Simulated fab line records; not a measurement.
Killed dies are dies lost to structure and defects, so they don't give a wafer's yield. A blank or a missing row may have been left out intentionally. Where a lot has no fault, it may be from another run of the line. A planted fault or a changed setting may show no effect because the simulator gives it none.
Matching of chambers | flow nand-harc | 3 sister chambers for NHARC_A_STAIRCASE_DEP_156 on pecvd-02
The step deposits SiNx, target thk 50 nm. 3 wafers are shown with their chamber, then 10 later ones without.

WAFERS WITH THEIR CHAMBER
wafer  | chamber | heater-power-w (W)
L085.6 | 2       | 650
L088.1 | 1       | 744
L088.2 | 0       | 810

WAFERS WHOSE CHAMBER IS MISSING
wafer  | heater-power-w (W)
L088.3 | 684
L090.3 | 632
L090.4 | 808
L090.6 | 609
L093.3 | 727
L093.4 | 731
L093.5 | 802
L096.2 | 638
L096.3 | 750
L096.5 | 713

CHAMBER TAKEN BY EACH
wafer  | from the rows above     | in truth
L088.3 | can't be placed: 2 or 1 | 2
L090.3 | 2                       | 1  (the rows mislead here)
L090.4 | 0                       | 0
L090.6 | 2                       | 2
L093.3 | 1                       | 1
L093.4 | 1                       | 1
L093.5 | 0                       | 0
L096.2 | 2                       | 2
L096.3 | 1                       | 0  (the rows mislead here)
L096.5 | can't be placed: 1 or 2 | 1
Correctly placed: 6 of 10. From these rows, 2 cannot be placed; in 2 the true chamber is one of the candidates. Wrongly placed: 2.
How it was worked out, from the rows above alone: a wafer's distance from a chamber is the root of the sum, over the readings, of the square of ((its reading less the chamber's mean) divided by the reading's scatter). The wafer belongs to the nearest chamber; if the next one is less than 2 further off, it can't be placed. A chamber's mean is the mean of its shown wafers. The scatter: with one shown wafer a chamber, the root of the mean of the squares of how far each hidden wafer lies from its nearest shown one.
